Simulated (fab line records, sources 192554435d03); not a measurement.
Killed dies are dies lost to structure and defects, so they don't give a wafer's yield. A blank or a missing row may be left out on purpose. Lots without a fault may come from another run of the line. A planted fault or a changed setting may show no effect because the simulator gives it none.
Chamber matching | flow n5_finfet | N5_BEOL_M6_CURE_75 on uv_cure-01: 3 sister chambers
The step cures SiCOH lowk, time 120 s. 20 wafers are shown with their chamber, then 10 later ones without.

WAFERS WITH THEIR CHAMBER
wafer  | chamber | wafer_temp_C_max | lamp_power_pct (%)
L075.2 | 0       | 372.5            | 52.28
L075.3 | 0       | 372.6            | 52.34
L075.5 | 0       | 372.1            | 52.27
L079.1 | 0       | 373.0            | 52.26
L079.3 | 0       | 373.0            | 52.32
L079.5 | 0       | 372.8            | 52.24
L082.2 | 0       | 372.7            | 52.34
L082.3 | 0       | 373.9            | 52.33
L082.5 | 0       | 372.7            | 52.32
L083.2 | 2       | 371.7            | 52.39
L083.3 | 2       | 371.7            | 52.28
L083.5 | 2       | 372.5            | 52.42
L084.3 | 1       | 371.3            | 52.31
L084.4 | 1       | 371.6            | 52.30
L084.5 | 1       | 371.3            | 52.38
L087.1 | 0       | 373.0            | 52.30
L087.4 | 0       | 372.5            | 52.24
L087.6 | 0       | 372.1            | 52.27
L088.2 | 0       | 373.1            | 52.39
L088.3 | 0       | 372.3            | 52.44

SIGNATURES (means of the wafers above)
reading          | chamber 0 | chamber 1 | chamber 2 | scatter within a chamber
wafer_temp_C_max | 372.736   | 371.400   | 371.967   | 0.442
lamp_power_pct   | 52.3100   | 52.3300   | 52.3633   | 0.0578
Rule: a wafer's distance from a chamber is the root of the sum, over the readings, of the square of ((its reading less the chamber's mean) divided by the reading's scatter). The wafer belongs to the nearest chamber; if the next one is less than 2 further off, it can't be placed. The scatter: the root of (the sum of the squares of (reading less its chamber's mean) over the shown wafers, divided by (wafers less chambers)).

WAFERS WITHOUT THEIR CHAMBER
wafer  | wafer_temp_C_max | lamp_power_pct (%)
L088.6 | 372.2            | 52.25
L090.1 | 371.9            | 52.32
L090.2 | 372.4            | 52.28
L090.3 | 371.8            | 52.35
L091.3 | 370.9            | 52.29
L091.4 | 370.7            | 52.26
L091.5 | 371.3            | 52.33
L095.2 | 371.8            | 52.30
L095.3 | 372.6            | 52.34
L095.5 | 372.2            | 52.38

WHICH CHAMBER EACH WENT THROUGH
wafer  | from the rows above          | in truth
L088.6 | can't be placed: 0 or 2 or 1 | 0
L090.1 | can't be placed: 2 or 1 or 0 | 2
L090.2 | can't be placed: 0 or 2 or 1 | 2
L090.3 | can't be placed: 2 or 1 or 0 | 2
L091.3 | can't be placed: 1 or 2      | 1
L091.4 | can't be placed: 1 or 2      | 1
L091.5 | can't be placed: 1 or 2      | 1
L095.2 | can't be placed: 1 or 2 or 0 | 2
L095.3 | can't be placed: 0 or 2      | 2
L095.5 | can't be placed: 2 or 0 or 1 | 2
Placed correctly: 0 of 10. Can't be placed from these rows: 10 (the true chamber is among the candidates in 10). Placed wrongly: 0.
